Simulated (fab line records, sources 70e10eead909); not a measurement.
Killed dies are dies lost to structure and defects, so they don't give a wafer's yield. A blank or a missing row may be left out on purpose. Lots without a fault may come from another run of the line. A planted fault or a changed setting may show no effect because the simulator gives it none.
A struck lot beside a sound one | flow nand_harc | 15 steps out of a route of 1302
Sound: wafers L265.3, L265.4, L265.6. Struck: wafers L271.1, L271.6. (L271.4 of the same lot was not struck and is left out.) The cause comes at the end.
At each step with rows: each side's tool, then ch and its chambers, then its first start. Under that, the readings that differ: sound wafers | struck wafers | difference of the means | sigmas: that difference in standard deviations of wafers without a fault.
alike: readings whose means differ by less than 2 such deviations, and words and numbers that are the same on both sides. not compared: withheld readings, readings that some wafer has no value for, bounds like >300 that may hide the same value, and numbers for which the record gives no deviation and whose values overlap.
The two part at a step that has a row with sigmas, a row that says differs or no value, or rows on one side only. Numbers that don't overlap but have no deviation are shown without sigmas and don't part them. A reading that every wafer of one side lacks parts them only if that side has two wafers or more.

NHARC_A_M0_OVL_MEAS_10: pitch 160 nm.
  sound on overlay-02, day 24 03:03; struck on overlay-02, day 26 22:17
  reading           | sound       | struck    | difference | sigmas
  overlay_x_nm (nm) | 0.6 0.5 0.6 | -0.8 -0.9 | -1.4       | -2
  alike: overlay_y_nm
NHARC_A_M0_INSPECT_11:
  sound on defect_inspect-01, day 24 03:05; struck on defect_inspect-02, day 26 22:20
  alike: raw_defect_count
NHARC_A_M0_DESCUM_14: chemistry O2, time 3 s.
  sound on rie_diel-10 ch 0,1,3, day 24 03:08; struck on rie_diel-08 ch 1,3, day 26 22:24
  alike: drypump_motor_current_A, o2_flow_sccm, oes_product_au, rf_vpp_V, showerhead_plenum_p_Torr, throttle_valve_pct
  not compared: rf_hours_counter_h
NHARC_A_M0_ETCH_34: etches the open film in N2/H2, target depth 40 nm, overetch 12 nm, time 43.94 s.
  sound on rie_diel-10 ch 1,2, day 24 03:14; struck on rie_diel-08 ch 3, day 26 22:28
  alike: drypump_motor_current_A, oes_product_au, rf_vpp_V, showerhead_plenum_p_Torr, throttle_valve_pct
  not compared: rf_hours_counter_h
NHARC_A_M0_ETCH_15: etches the open film in C4F8/Ar, target depth 150 nm, overetch 15 nm, time 82.5 s.
  sound on rie_diel-10 ch 1,2,3; struck on rie_diel-08 ch 2
  reading      | sound             | struck      | difference | sigmas
  rf_vpp_V (V) | 441.8 438.6 443.8 | 436.7 437.3 | -4.4       | -2
  alike: oes_product_au
  not compared: rf_hours_counter_h
NHARC_A_M0_CD_MEAS_16:
  sound on cd_sem-02, day 24 03:27; struck on cd_sem-03, day 26 22:41
  alike: cd_nm
then, 5 steps without rows for these wafers: NHARC_A_M0_STRIP_18 (strips in N2/H2); NHARC_A_M0_STRIP_19 (strips in post etch residue remover, time 600 s); NHARC_A_M0_DEGAS_28 (time 60 s); NHARC_A_M0_PRE_CLEAN_29 (time 30 s); NHARC_A_M0_PVD_20 (deposits TaN, target thk 5 nm, time 8.06 s).
NHARC_A_M0_PVD_21: deposits Cu, target thk 30 nm, time 20.49 s.
  sound on pvd_sputter-03; struck on pvd_sputter-02
  reading                | sound          | struck    | difference | sigmas
  throttle_valve_pct (%) | 29.7 28.7 28.6 | 31.0 31.2 | +2.1       | +2
  alike: substrate_temp_c
NHARC_A_M0_ECD_22: material Cu, target thk 400 nm.
  sound on ecd_cu-02 ch 0,1, day 24 04:32; struck on ecd_cu-02 ch 0,1, day 26 23:41
  alike: bath_temp_c
NHARC_A_M0_ANNEAL_30: time 90 s.
  sound on rtp_anneal-01 ch 0, day 24 04:55; struck on rtp_anneal-02 ch 0, day 27 00:04
  alike: wafer_temp_C_max
NHARC_A_M0_CMP_23: polishes, t overpolish 20 s, target thk 113.75 nm.
  sound on cmp-02 ch 1,2,3, day 24 05:10; struck on cmp-04 ch 2, day 27 00:24
  reading                | sound    | struck | difference | sigmas
  time_to_endpoint_s (s) | 28 29 36 | 9 10   | -22        | -6
  alike: motor_current_A

WHERE THEY PART
First at NHARC_A_M0_OVL_MEAS_10; last, within this record, at NHARC_A_M0_CMP_23.

WHY: what the simulator had put in
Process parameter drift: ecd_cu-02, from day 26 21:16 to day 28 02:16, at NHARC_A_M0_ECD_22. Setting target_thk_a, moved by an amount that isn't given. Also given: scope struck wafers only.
